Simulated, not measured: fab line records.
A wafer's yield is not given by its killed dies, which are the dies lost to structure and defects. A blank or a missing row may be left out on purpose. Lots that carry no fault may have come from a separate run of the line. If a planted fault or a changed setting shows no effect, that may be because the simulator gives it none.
fab line records | flow nand-harc
[record] lots = 6 wafers = 18 last-day = 24
route steps=1159 shown A_CONTACT@890 END@1159
lots untouched by any fault: they come from a run of this same line in which no faults occurred
start-h: hours from the record's first day to the start of the lot's first wafer shown | wait-h: hours elapsed since this lot's preceding step | " repeats the value in the row above | L1.1+2: one row covering several wafers at once | - no value, or no start was given | * or withheld: withheld | < > ~ a bound
route shown NAME@n: a module of which the file shows steps, and the number in the route of the first | usual: mean and standard deviation over wafers with no fault | same: alike in all rows | chamber/n: place in a boat | sites: the reading at each site | _std_site: standard deviation across them | _edge_site: mean of outer sites minus mean of inner sites | radius-mm: how far each site lies from the wafer's centre | mask NAME#n: copy n | behind: the last tool/chamber to shape the wafer | hold: reason for holding the lot/hours on hold/outcome of the hold | device: names the non-switching transistor (n, p or np) | end of line: the same wafers' tests at the end of the route | a step with no rows: only its recipe | killed: dies lost to structure and defects at the first sort, not the wafer's yield | map: a wafer's dies, x killed, . not, _ none there
set.NAME: the setting as run; set.NAME@STEP: as run at that earlier step | model.NAME: the simulator's own value behind a step, which no gauge read
a table for each step, a row for each wafer; lots at some steps of the route
services: from which hour (start-h, from the record's first day; less than 0 if before it) a tool's chamber was out of use, for how many hours, and why
[[steps]]
[step NHARC_A_CONTACT_COAT_63]
[recipe] spin-rpm = 1500 resist-thk-nm = 90
[step NHARC_A_CONTACT_SOFTBAKE_64]
[recipe] temp-c = 105 time-s = 55
[step NHARC_A_CONTACT_EBR_65]
[step NHARC_A_CONTACT_EXPOSE_66]
[recipe] na = 1.35 sigma-outer = 0.8 dose-mj = 59.02 mask-id = A_CC_2
[step NHARC_A_CONTACT_PEB_67]
[recipe] peb-temp-c = 100 peb-time-s = 65
[step NHARC_A_CONTACT_DEVELOP_68]
[recipe] develop-time-s = 35 dev-temp-c = 23
[step NHARC_A_CONTACT_CD_MEAS_69]
[recipe] target-cd-nm = 200 landing-energy-ev = 500
[usual] cd-nm = 199.9/0.49
[same] landing-energy-ev = 500
// columns lot.wafer tool chamber start-h wait-h cd-nm
L424.1 cd-sem-03 0 386.98 - 199.2
L424.3 " 0 " " 198.8
L424.5 " 0 " " 199.6
L425.1 cd-sem-03 0 400.46 - 199.7
L425.5 " 0 " " 199.9
L425.6 " 0 " " 199.2
L431.4 cd-sem-01 0 432.29 - 199.9
L431.5 " 0 " " 199.8
L431.6 " 0 " " 200.3
L432.2 cd-sem-02 0 447.26 - 200.5
L432.4 " 0 " " 200.6
L432.5 " 0 " " 199.9
L442.1 cd-sem-01 0 484.53 - 199.4
L442.4 " 0 " " 200.3
L442.5 " 0 " " 199.5
L443.4 cd-sem-01 0 497.73 - 198.9
L443.5 " 0 " " 199.9
L443.6 " 0 " " 199.3
[step NHARC_A_CONTACT_OVL_MEAS_70]
[usual] overlay-x-nm = -0.1/0.8 overlay-y-nm = 0.1/0.8
// columns lot.wafer tool chamber start-h wait-h overlay-x-nm overlay-y-nm
L424.1 overlay-01 - 387.07 - 0.0 -1.0
L424.3 " - " " -0.4 -0.8
L424.5 " - " " -0.2 -0.8
L425.1 overlay-01 - 400.55 - 0.2 0.8
L425.5 " - " " 0.1 0.7
L425.6 " - " " -0.5 0.7
L431.4 overlay-02 - 432.37 - 0.4 0.1
L431.5 " - " " -0.1 0.1
L431.6 " - " " 0.0 0.1
L432.2 overlay-01 - 447.35 - 0.8 1.1
L432.4 " - " " 0.5 1.3
L432.5 " - " " 0.2 0.5
L442.1 overlay-02 - 484.62 - -0.5 -0.3
L442.4 " - " " -0.5 -0.9
L442.5 " - " " -0.3 -0.8
L443.4 overlay-01 - 497.82 - 0.4 1.3
L443.5 " - " " 0.6 2.3
L443.6 " - " " 0.0 1.4
[step NHARC_A_CONTACT_INSPECT_71]
[usual] raw-defect-count = 27/12
// columns lot.wafer tool chamber start-h wait-h raw-defect-count
L424.1 defect-inspect-02 - 387.10 0.0 23
L424.3 " - " " 18
L424.5 " - " " 21
L425.1 defect-inspect-01 - 400.59 0.0 26
L425.5 " - " " 22
L425.6 " - " " 24
L431.4 defect-inspect-01 - 432.40 0.0 10
L431.5 " - " " 11
L431.6 " - " " 10
L432.2 defect-inspect-02 - 447.39 0.0 27
L432.4 " - " " 28
L432.5 " - " " 26
L442.1 defect-inspect-01 - 484.65 0.0 34
L442.4 " - " " 33
L442.5 " - " " 24
L443.4 defect-inspect-02 - 497.86 0.0 12
L443.5 " - " " 18
L443.6 " - " " 6
[step NHARC_A_CONTACT_DESCUM_74]
[recipe] time-s = 3 o2-flow-sccm = 200 ar-flow-sccm = 0 bias-power-w = 0 chemistry = O2
[usual] drypump-motor-current-A = 5.99/0.19 oes-product-au = 1.001/0.0084 rf-vpp-V = 57.7/0.84 showerhead-plenum-p-Torr = 1.89/0.083 throttle-valve-pct = 11.310/0.0093
[same] bias-power-w = 0
// columns lot.wafer tool chamber start-h wait-h drypump-motor-current-A oes-product-au rf-hours-counter-h rf-vpp-V showerhead-plenum-p-Torr throttle-valve-pct
L424.3 rie-diel-02 1 387.23 0.1 6.21 1.000 9 57.5 2.02 11.312
L424.1 " 2 " " 5.99 1.004 9 56.2 1.85 11.313
L424.5 " 0 " " 6.01 0.997 - 58.9 1.88 11.291
L425.1 rie-diel-01 2 400.68 0.1 5.69 0.991 32 58.9 1.79 11.305
L425.5 " 3 " " 5.59 1.007 - 58.7 2.04 11.303
L425.6 " 0 " " 5.67 0.990 - 58.0 1.78 11.301
L431.4 rie-diel-01 0 432.48 0.1 5.70 1.008 43 58.7 1.77 11.311
L431.6 " 2 " " 5.70 0.985 - 56.6 1.78 11.310
L431.5 " 3 " " 5.56 0.996 - 56.5 2.04 11.315
L432.2 rie-diel-01 0 447.45 0.1 5.71 1.013 50 58.0 1.77 11.312
L432.4 " 3 " " 5.57 0.995 53 57.4 2.04 11.315
L432.5 " 0 " " 5.69 1.003 - 56.9 1.77 11.313
L442.4 rie-diel-02 1 484.73 0.1 6.22 1.006 31 56.5 2.01 11.300
L442.1 " 2 " " 6.01 1.002 28 57.2 1.84 11.321
L442.5 " 0 " " 6.01 0.999 - 57.4 1.88 11.310
L443.4 rie-diel-02 1 497.98 0.1 6.24 1.002 33 58.6 2.01 11.294
L443.5 " 2 " " 6.01 1.005 - 56.6 1.84 11.320
L443.6 " 3 " " 6.00 1.002 - 59.5 1.84 11.333
[step NHARC_A_CONTACT_ETCH_75]
[recipe] target-depth-a = 390 over-etch-frac = 0.3 time-s = 65 ion-energy-ev = 80 cf4-flow-sccm = 150 ar-flow-sccm = 0 rf-w = 300 bias-w = 100 chemistry = CF4
[usual] drypump-motor-current-A = 5.99/0.2 oes-product-au = 1.000/0.0082 rf-vpp-V = 150.9/1.2 run-length-s = 86.2/0.46 showerhead-plenum-p-Torr = 1.75/0.071 throttle-valve-pct = 13.284/0.0091
// columns lot.wafer tool chamber start-h wait-h drypump-motor-current-A oes-product-au rf-hours-counter-h rf-vpp-V run-length-s showerhead-plenum-p-Torr throttle-valve-pct
L424.3 rie-diel-02 3 387.30 0.1 5.97 0.992 8 151.0 86.8 1.71 13.284
L424.1 " 0 " " 6.02 1.007 6 152.1 86.1 1.74 13.279
L424.5 " 0 " " 6.00 1.006 - 151.3 86.0 1.74 13.282
L425.1 rie-diel-01 3 400.74 0.1 5.56 1.016 33 151.4 85.2 1.88 13.285
L425.6 " 3 " " 5.55 0.995 - 153.4 85.5 1.88 13.286
L425.5 " 0 " " 5.71 1.011 - 149.8 86.7 1.65 13.272
L431.4 rie-diel-01 2 432.56 0.1 5.68 0.993 47 150.9 86.2 1.66 13.277
L431.5 " 0 " " 5.70 1.002 - 149.9 87.2 1.65 13.284
L431.6 " 1 " " 6.09 0.999 - 151.2 85.7 1.82 13.294
L432.4 rie-diel-01 0 447.53 0.1 5.68 0.990 50 149.2 86.7 1.65 13.288
L432.2 " 1 " " 6.10 0.992 49 152.1 85.2 1.82 13.289
L432.5 " 1 " " 6.10 0.983 - 151.3 85.3 1.82 13.265
L442.4 rie-diel-02 2 484.81 0.1 6.06 1.006 28 152.2 86.2 1.71 13.291
L442.1 " 0 " " 6.03 1.014 26 151.0 86.0 1.74 13.271
L442.5 " 2 " " 6.07 1.017 - 149.1 86.3 1.71 13.290
L443.4 rie-diel-02 1 498.05 0.1 6.22 1.003 33 152.1 86.6 1.85 13.298
L443.6 " 3 " " 5.92 0.988 - 150.3 86.3 1.70 13.310
L443.5 " 0 " " 5.99 1.006 - 150.6 86.0 1.74 13.285
[step NHARC_A_CONTACT_ETCH_76]
[recipe] target-depth-a = 2600 over-etch-frac = 0.3 time-s = 475.3 ion-energy-ev = 200 n2-flow-sccm = 150 h2-flow-sccm = 150 ar-flow-sccm = 0 rf-w = 400 bias-w = 150 chemistry = N2/H2
[usual] drypump-motor-current-A = 5.99/0.2 oes-product-au = 0.999/0.0079 rf-vpp-V = 429.8/2.7 run-length-s = 496.5/0.44 showerhead-plenum-p-Torr = 2.02/0.092 throttle-valve-pct = 14.170/0.0092
// columns lot.wafer tool chamber start-h wait-h drypump-motor-current-A oes-product-au rf-hours-counter-h rf-vpp-V run-length-s showerhead-plenum-p-Torr throttle-valve-pct
L424.3 rie-diel-02 1 - - 6.22 0.991 9 433.7 497.2 2.16 14.177
L424.1 " 2 " " 6.04 1.010 9 426.5 496.3 1.97 14.162
L424.5 " 2 " " 6.01 1.015 - 428.3 496.0 1.97 14.188
L425.1 rie-diel-01 1 - - 6.09 0.994 29 432.4 496.1 2.11 14.163
L425.6 " 2 " " 5.68 0.992 - 425.1 496.3 1.90 14.161
L425.5 " 3 " " 5.59 1.002 - 435.3 496.0 2.18 14.157
L431.4 rie-diel-01 3 - - 5.57 1.002 47 433.9 495.4 2.18 14.170
L431.6 " 3 " " 5.56 1.000 - 434.4 495.8 2.18 14.158
L431.5 " 0 " " 5.68 0.998 - 426.4 497.8 1.89 14.170
L432.4 rie-diel-01 0 - - 5.71 1.003 50 426.5 497.0 1.88 14.175
L432.2 " 1 " " 6.09 0.993 49 431.6 495.7 2.11 14.151
L432.5 " 3 " " 5.63 0.996 - 433.2 495.7 2.17 14.187
L442.4 rie-diel-02 1 - - 6.22 0.998 31 433.3 497.0 2.15 14.169
L442.1 " 0 " " 6.03 1.008 26 429.7 496.4 2.00 14.185
L442.5 " 1 " " 6.22 0.998 - 434.7 496.7 2.15 14.181
L443.4 rie-diel-02 0 - - 6.05 0.996 29 429.4 496.4 2.00 14.178
L443.5 " 2 " " 6.02 0.998 - 427.3 496.4 1.96 14.183
L443.6 " 3 " " 6.01 0.984 - 428.5 496.3 1.95 14.168
[step NHARC_A_CONTACT_ETCH_77]
[recipe] target-depth-a = 726 time-s = 36.3 cf4-flow-sccm = 100 chf3-flow-sccm = 30 ar-flow-sccm = 0 rf-w = 500 bias-w = 200 chemistry = CF4/CHF3
[usual] drypump-motor-current-A = 5.99/0.19 oes-product-au = 0.935/0.018 rf-vpp-V = 370.0/2.3 run-length-s = 57.4/0.43 showerhead-plenum-p-Torr = 1.56/0.064 throttle-valve-pct = 16.802/0.0091
// columns lot.wafer tool chamber start-h wait-h drypump-motor-current-A oes-product-au rf-hours-counter-h rf-vpp-V run-length-s showerhead-plenum-p-Torr throttle-valve-pct
L424.1 rie-diel-02 0 387.75 - 6.00 0.924 6 367.0 57.3 1.55 16.808
L424.3 " 1 " " 6.21 0.929 9 373.9 57.7 1.66 16.786
L424.5 " 2 " " 6.08 0.933 - 370.2 57.0 1.52 16.789
L425.1 rie-diel-01 1 401.18 - 6.07 0.978 29 374.1 56.6 1.63 16.801
L425.5 " 3 " " 5.56 0.976 - 372.3 56.4 1.67 16.799
L425.6 " 0 " " 5.72 0.971 - 366.5 58.2 1.47 16.803
L431.4 rie-diel-01 3 433.06 - 5.57 0.920 47 374.7 50.5 1.67 16.795
L431.6 " 1 " " 6.11 0.911 - 371.0 51.0 1.62 16.797
L431.5 " 2 " " 5.68 0.915 - 366.8 57.5 1.47 16.813
L432.4 rie-diel-01 3 448.15 - 5.56 0.928 54 372.7 50.5 1.67 16.783
L432.2 " 0 " " 5.71 0.932 51 365.7 58.3 1.46 16.806
L432.5 " 3 " " 5.59 0.933 - 374.3 56.9 1.67 16.785
L442.4 rie-diel-02 1 485.24 - 6.24 0.930 31 372.6 58.2 1.65 16.810
L442.1 " 0 " " 6.01 0.912 26 370.4 57.2 1.54 16.807
L442.5 " 2 " " 6.05 0.934 - 368.1 57.5 1.52 16.797
L443.4 rie-diel-02 2 498.57 - 5.99 0.947 32 370.4 57.0 1.52 16.809
L443.5 " 1 " " 6.22 0.967 - 373.8 57.7 1.65 16.803
L443.6 " 2 " " 6.02 0.949 - 369.4 57.0 1.52 16.821
[step NHARC_A_CONTACT_ETCH_78]
[recipe] target-depth-a = 28000 over-etch-frac = 0.3 time-s = 728 ion-energy-ev = 150 o2-flow-sccm = 400 cos-flow-sccm = 20 ar-flow-sccm = 0 rf-w = 500 bias-w = 300 chemistry = O2/COS
[usual] drypump-motor-current-A = 6.00/0.2 oes-product-au = 1.000/0.0076 rf-vpp-V = 313.8/2.1 run-length-s = 749.2/0.45 showerhead-plenum-p-Torr = 3.10/0.13 throttle-valve-pct = 28.330/0.0081
// columns lot.wafer tool chamber start-h wait-h drypump-motor-current-A oes-product-au rf-hours-counter-h rf-vpp-V run-length-s showerhead-plenum-p-Torr throttle-valve-pct
L424.3 rie-diel-02 0 - - 6.02 0.999 6 312.8 749.0 3.08 28.341
L424.1 " 3 " " 5.96 0.990 8 312.3 749.1 3.01 28.321
L424.5 " 1 " " 6.23 1.015 - 318.4 750.1 3.29 28.338
L425.1 rie-diel-01 3 - - 5.55 1.009 33 318.1 748.4 3.32 28.321
L425.5 " 1 " " 6.10 1.000 - 316.2 748.3 3.23 28.326
L425.6 " 2 " " 5.66 0.996 - 312.1 749.0 2.92 28.340
L431.4 rie-diel-01 1 - - 6.10 0.994 43 316.5 748.7 3.22 28.333
L431.5 " 2 " " 5.69 0.998 - 310.0 749.3 2.92 28.335
L431.6 " 3 " " 5.57 0.992 - 316.3 748.2 3.31 28.337
L432.4 rie-diel-01 0 - - 5.70 1.003 51 312.2 749.7 2.90 28.331
L432.2 " 2 " " 5.71 0.997 53 312.0 749.0 2.92 28.336
L432.5 " 0 " " 5.69 1.009 - 311.6 749.7 2.90 28.326
L442.1 rie-diel-02 0 - - 6.04 1.006 26 313.2 749.0 3.06 28.330
L442.4 " 1 " " 6.24 1.003 31 316.2 749.7 3.27 28.332
L442.5 " 2 " " 6.10 1.008 - 311.6 749.3 3.01 28.329
L443.4 rie-diel-02 3 - - 5.99 0.994 29 312.3 748.9 3.00 28.322
L443.5 " 0 " " 6.00 0.999 - 312.7 749.1 3.06 28.323
L443.6 " 1 " " 6.25 0.996 - 315.4 749.5 3.27 28.332
[step NHARC_END_SORT_01]
[recipe] temp-c = 25
[usual] killed-at-array = 28/10 killed-at-other = 0.6/0.85 killed-at-periphery = 3.3/2.3 killed-dies = 32/11 killed-open = 3.3/1.5 killed-short = 2.1/1.4
[same] gross-dies = 677
// columns lot.wafer tool chamber start-h wait-h killed-at-array killed-at-other killed-at-periphery killed-dies killed-open killed-short
L424.1 prober-01 0 466.27 2.5 20 1 8 29 4 2
L424.3 prober-01 0 467.88 3.1 19 0 3 22 4 3
L424.5 prober-01 0 469.49 3.7 21 0 0 21 2 0
L425.1 prober-02 0 466.30 2.5 28 0 4 32 4 3
L425.5 prober-02 0 469.48 3.7 23 0 3 26 2 2
L425.6 prober-02 0 470.28 4.0 25 0 7 32 3 3
L432.2 prober-01 0 515.58 2.8 28 0 6 34 3 3
L432.4 prober-01 0 517.16 3.4 27 0 4 31 4 1
L432.5 prober-01 0 517.94 3.7 25 1 2 28 3 0
// killed by level:class
L424.1 A_CHANNEL_HOLE_D1:chamber-film-flake=13 A_STAIRCASE:chamber-film-flake=4 P_CONTACT:geometric-particle:open=3 P_GATE:chamber-film-flake=2 A_CONTACT:chamber-film-flake=2 P_STI:geometric-particle:short=1 P_CONTACT:geometric-particle:short=1 P_M0:geometric-particle:open=1
L425.1 A_SLIT:chamber-film-flake=8 A_STAIRCASE:chamber-film-flake=5 A_CONTACT:chamber-film-flake=4 A_CHANNEL_HOLE_D1:chamber-film-flake=2 A_WL_FILL:geometric-particle:short=2 P_STI:chamber-film-flake=2 P_M2:chamber-film-flake=2 A_WL_FILL:chamber-film-flake=2
L424.3 A_CHANNEL_HOLE_D1:chamber-film-flake=12 A_BLC:geometric-particle:open=2 A_STAIRCASE:chamber-film-flake=2 P_GATE:geometric-particle:open=1 P_CONTACT:geometric-particle:short=1 A_CHANNEL_FILL_D1:geometric-particle:short=1 A_M0:geometric-particle:open=1 A_M1:geometric-particle:short=1
L425.5 A_SLIT:chamber-film-flake=11 A_CHANNEL_HOLE_D1:chamber-film-flake=4 A_STAIRCASE:chamber-film-flake=2 A_CONTACT:chamber-film-flake=2 P_M0:geometric-particle:open=1 A_ONON_D1:geometric-particle:short=1 A_CHANNEL_FILL_D1:geometric-particle:short=1 A_CONTACT:geometric-particle:open=1
L424.5 A_CHANNEL_HOLE_D1:chamber-film-flake=12 A_STAIRCASE:chamber-film-flake=5 A_SLIT:chamber-film-flake=2 A_ONON_D1:geometric-particle:open=1 A_BLC:geometric-particle:open=1
L425.6 A_SLIT:chamber-film-flake=13 A_CONTACT:chamber-film-flake=6 P_M2:chamber-film-flake=3 P_CONTACT:geometric-particle:open=2 P_M0:geometric-particle:open=1 A_ONON_D1:geometric-particle:short=1 A_CHANNEL_HOLE_D1:geometric-particle:short=1 A_WL_FILL:geometric-particle:short=1
L432.2 A_CHANNEL_HOLE_D1:chamber-film-flake=16 A_CONTACT:chamber-film-flake=3 A_WL_FILL:geometric-particle:short=2 A_WL_FILL:geometric-particle:open=2 P_M1:chamber-film-flake=2 A_STAIRCASE:chamber-film-flake=2 A_WL_FILL:chamber-film-flake=2 P_CONTACT:geometric-particle:open=1
L432.4 A_CHANNEL_HOLE_D1:chamber-film-flake=15 P_M1:chamber-film-flake=3 A_ZERO_WELL:chamber-film-flake=2 A_STAIRCASE:chamber-film-flake=2 A_CONTACT:chamber-film-flake=2 A_CHANNEL_FILL_D1:geometric-particle:open=1 A_SGD_CUT:geometric-particle:open=1 A_WL_FILL:geometric-particle:short=1
L432.5 A_CHANNEL_HOLE_D1:chamber-film-flake=15 A_STAIRCASE:chamber-film-flake=4 A_CONTACT:chamber-film-flake=4 P_CONTACT:geometric-particle:open=2 A_WL_FILL:geometric-particle:open=1 A_WL_FILL:chamber-film-flake=1 THIN_TSV:chamber-film-flake=1
[[services]]
// columns tool chamber start-h hours kind
rie-diel-01 0 372.83 - clean
rie-diel-01 1 372.83 - clean
rie-diel-01 2 372.83 - clean
rie-diel-01 3 372.83 - clean
rie-diel-02 0 385.83 - clean
rie-diel-02 1 385.83 - clean
rie-diel-02 2 385.83 - clean
rie-diel-02 3 385.83 - clean
rie-diel-01 0 397.33 - clean
rie-diel-01 1 397.33 - clean
rie-diel-01 2 397.33 - clean
rie-diel-01 3 397.33 - clean
rie-diel-02 0 410.33 - clean
rie-diel-02 1 410.33 - clean
rie-diel-02 2 410.33 - clean
rie-diel-02 3 410.33 - clean
rie-diel-02 2 421.46 9.2 repair
rie-diel-01 0 422.06 - clean
rie-diel-01 1 422.06 - clean
rie-diel-01 2 422.06 - clean
rie-diel-02 3 431.41 25.1 repair
rie-diel-01 - 465.37 0.4 repair
rie-diel-01 1 482.87 4.4 repair
rie-diel-01 - 491.82 9.0 pm
[[key]]
[first-sign] step = NHARC_A_CONTACT_ETCH_77 reading = run-length-s direction = down sigmas = 16 usual = * struck = *
effect none on later readings
met-at NHARC_A_CONTACT_ETCH_77
struck-wafers L431.4,L431.6,L432.4
tester-left-out L431,L432
onset-between 401.18 433.06
[fault] kind = process-parameter-drift tool = rie-diel-01 chamber = - onset-h = 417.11 steps = NHARC_A_CONTACT_ETCH_77 channel = time-s offset = * shape = step end-h = 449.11 scope = struck-wafers-only acts-in = * stated = *
// tester-left-out: of these lots the tester's yield and bins aren't shown, on N5 and GAA mostly nor the transistor test; their killed dies are dies lost to structure and defects alone, not to doping, threshold or leakage, so they don't give the yield
